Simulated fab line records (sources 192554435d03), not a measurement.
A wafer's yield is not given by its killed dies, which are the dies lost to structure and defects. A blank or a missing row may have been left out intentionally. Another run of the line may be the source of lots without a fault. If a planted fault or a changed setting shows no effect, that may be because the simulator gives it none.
Lot-split experiment | flow n5_finfet | 21 wafers read from 7 lots, route of 1938 steps

== ABOUT THE SPLIT ==
At N5_BEOL_M3_EXPOSE_25 (exposes mask V2, defocus 5 nm), the setting dose_mj was moved away from the recipe's 63 on 10 of the 21 wafers read, by -6.8% to +4.3%. This setting was run at the recipe's value on the other wafers.

== FROM THE SPLIT TO THE READING: what the file shows between them, 2 steps ==
- N5_BEOL_M3_PEB_26: peb time 60 s
- N5_BEOL_M3_DEVELOP_27: develop time 30 s

== THE READING ==
cd_nm, in nm, at N5_BEOL_M3_CD_MEAS_28 (target cd 25.7 nm, target cd y 23.3 nm). Typical for fault-free wafers on this fab line: 25.68 nm, with standard deviation 0.23 nm.

wafer  | tool, chamber at the split | dose_mj as run | against the recipe | cd_nm, nm | against lot-mates on the recipe
L083.1 | euv_scanner-01, 0          | 61.22          | -2.8%              | 24.92     | -0.92
L083.3 | euv_scanner-01, 0          | 63             | recipe             | 25.79     | -
L083.5 | euv_scanner-01, 0          | 63             | recipe             | 25.89     | -
L080.2 | euv_scanner-01, 0          | 63             | recipe             | 25.85     | -
L080.4 | euv_scanner-01, 0          | 58.69          | -6.8%              | 24.82     | -1.00
L080.5 | euv_scanner-01, 0          | 63             | recipe             | 25.78     | -
L079.1 | euv_scanner-02, 0          | 59.86          | -5.0%              | 24.84     | no lot-mate on the recipe
L079.3 | euv_scanner-02, 0          | 59.86          | -5.0%              | 24.91     | no lot-mate on the recipe
L079.4 | euv_scanner-02, 0          | 59.86          | -5.0%              | 24.84     | no lot-mate on the recipe
L082.1 | euv_scanner-02, 0          | 63             | recipe             | 25.98     | -
L082.5 | euv_scanner-02, 0          | 59.2           | -6.0%              | 24.83     | -1.15
L082.6 | euv_scanner-02, 0          | 59.2           | -6.0%              | 24.63     | -1.35
L092.2 | euv_scanner-02, 0          | 64.77          | +2.8%              | 26.02     | +0.36
L092.4 | euv_scanner-02, 0          | 63             | recipe             | 25.66     | -
L092.5 | euv_scanner-02, 0          | 64.77          | +2.8%              | 26.03     | +0.37
L094.3 | euv_scanner-01, 0          | 63             | recipe             | 25.90     | -
L094.4 | euv_scanner-01, 0          | 65.72          | +4.3%              | 26.39     | +0.54
L094.6 | euv_scanner-01, 0          | 63             | recipe             | 25.81     | -
L096.1 | euv_scanner-01, 0          | 63             | recipe             | 25.45     | -
L096.4 | euv_scanner-01, 0          | 63             | recipe             | 25.86     | -
L096.6 | euv_scanner-01, 0          | 63             | recipe             | 25.72     | -

THE FIT
A straight line over all 21 wafers: cd_nm changes by +0.16 nm for each +1% of dose_mj; r = +0.96; the points scatter about the line by 0.16 nm.
The same after taking each lot's own level away (the mean of its wafers on the recipe; 18 wafers): +0.174 nm for each +1%; r = +0.96; scatter 0.16 nm.
Per that fit: largest dose_mj move, reading shift of 1.2 nm.
The span of the lots' own levels, 25.660 to 25.980 nm, comes to 1.4 times the standard deviation stated above.
So the lot-to-lot level changes the slope little: the two slopes agree.
Check: for one of the wafers moved furthest among these (-6.8%), held out of the fit, the line's prediction against its lot-mates is -1.36 nm. It came out at -0.995 nm against them.

== OTHER SPLITS ON THESE WAFERS ==
Before the reading, these wafers also passed through other splits. Each is held against what the fit with the lots' levels taken away leaves over:
other split on the same wafers | wafers away from the commonest value | r with cd_nm (lot level and that fit taken away)
N5_BEOL_M1_EXPOSE_08 dose_mj   | 8                                    | -0.21
N5_BEOL_M1_ETCH_64 source_w    | 9                                    | -0.59
N5_BEOL_M2_COAT_76 spin_rpm    | 9                                    | +0.21
N5_BEOL_M2_ETCH_69 bias_w      | 6                                    | -0.17

== THE FILE'S OWN FIT ==
cd_nm changes by +0.172 nm for each +1% of dose_mj, r = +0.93.
